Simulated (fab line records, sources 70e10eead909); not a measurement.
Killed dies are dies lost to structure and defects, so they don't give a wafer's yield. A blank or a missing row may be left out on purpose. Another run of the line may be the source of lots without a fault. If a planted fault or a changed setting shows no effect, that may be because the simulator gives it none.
Which tool did it?	flow nand harc	6 lots with 17 wafers sampled at 5 steps, on a route of 1302 steps

== WHAT EACH GAUGE READ, for each wafer ==
NHARC_A_SGD_CUT_THK_MEAS_22: measures by ellipsometry.
lot	measured	on	thk nm (nm)
L701	day 21 05:34	film metro-02	147.5 148.6 146.7
L703	day 22 04:33	film metro-01	148.0 147.7 148.4
L707	day 24 05:13	film metro-02	107.2 148.3
L713	day 26 15:35	film metro-02	147.3 148.0 148.3
L718	day 28 04:01	film metro-01	151.2 148.7 149.5
L720	day 28 15:09	film metro-02	147.1 148.5 146.6

== WHAT TOOL EACH LOT RAN ON (gives the tool, then ch and the chambers of the sampled wafers, and finally the start) ==
lot	NHARC_A_SGD_CUT_ETCH_59	NHARC_A_SGD_CUT_STRIP_17	NHARC_A_SGD_CUT_DEP_20	NHARC_A_SGD_CUT_CMP_21
L701	rie diel-13 ch 0,1,2, day 20 23:45 or earlier	rie diel-13 ch 0,1,2, day 20 23:45 or earlier	fcvd-02 ch 0,1, day 20 23:45	cmp-01 ch 0,1,2, day 21 05:19
L703	rie diel-10 ch 0,2,3, day 21 23:24 or earlier	rie diel-10 ch 1,2,3, day 21 23:24 or earlier	fcvd-01 ch 0,1, day 21 23:24	cmp-04 ch 1,3, day 22 04:19
L707	rie diel-03 ch 0,3, day 23 20:02 or earlier	rie diel-03 ch 0,3, day 23 20:02 or earlier	fcvd-02 ch 0, day 23 20:02	cmp-01 ch 3, day 24 04:59
L713	rie diel-03 ch 0,2,3, day 26 10:34 or earlier	rie diel-03 ch 0,3, day 26 10:34 or earlier	fcvd-02 ch 0,1, day 26 10:34	cmp-04 ch 0,1, day 26 15:21
L718	rie diel-10 ch 0,1,3, day 27 22:36 or earlier	rie diel-10 ch 1,2,3, day 27 22:36 or earlier	fcvd-02 ch 0, day 27 22:36	cmp-01 ch 0,2,3, day 28 03:47
L720	rie diel-10 ch 0,2,3, day 28 10:17 or earlier	rie diel-10 ch 0,2,3, day 28 10:17 or earlier	fcvd-02 ch 0,1, day 28 10:17	cmp-02 ch 0,1,3, day 28 14:55
- NHARC_A_SGD_CUT_ETCH_59: etches the open film in N2/H2, target depth 260 nm, time 406.25 s.
- NHARC_A_SGD_CUT_STRIP_17: strips in O2.
- NHARC_A_SGD_CUT_DEP_20: deposits SiO2, target thk 150 nm.
- NHARC_A_SGD_CUT_CMP_21: polishes, target thk 148.19 nm.

== THE ANSWER, worked out from the rows above alone ==
Rule: the usual values come from the lots themselves. Put in order of their means at a reading, lots are off if they are a third of the lots or fewer, leave a main group of 4 or more, and stand apart from it by a gap of 3 or more times the standard deviation of the main group's means; of several such gaps the widest counts. If all means in a main group match to the digits the tables above print for the reading, that group is not used. Also off: a lot with no number at a reading for which 4 or more lots have one. Any other lot the step has rows for is counted as sound.
Off at NHARC_A_SGD_CUT_THK_MEAS_22 (thk nm): L707. Main group: mean 148.1 nm, sd 0.86.
If a tool, at a process step before that reading, ran all the lots that are off and no sound lot after the first of them, it fits. Those tools and the gauges at NHARC_A_SGD_CUT_THK_MEAS_22 are tried in the same way. NHARC_A_SGD_CUT_ETCH_59 gives no start for some lots, so the hours and the order of its lots are those of NHARC_A_SGD_CUT_DEP_20. NHARC_A_SGD_CUT_STRIP_17 gives no start for some lots, so the hours and the order of its lots are those of NHARC_A_SGD_CUT_DEP_20. No candidate that was tried fits.

== WHAT THE SIMULATOR PUT IN ==
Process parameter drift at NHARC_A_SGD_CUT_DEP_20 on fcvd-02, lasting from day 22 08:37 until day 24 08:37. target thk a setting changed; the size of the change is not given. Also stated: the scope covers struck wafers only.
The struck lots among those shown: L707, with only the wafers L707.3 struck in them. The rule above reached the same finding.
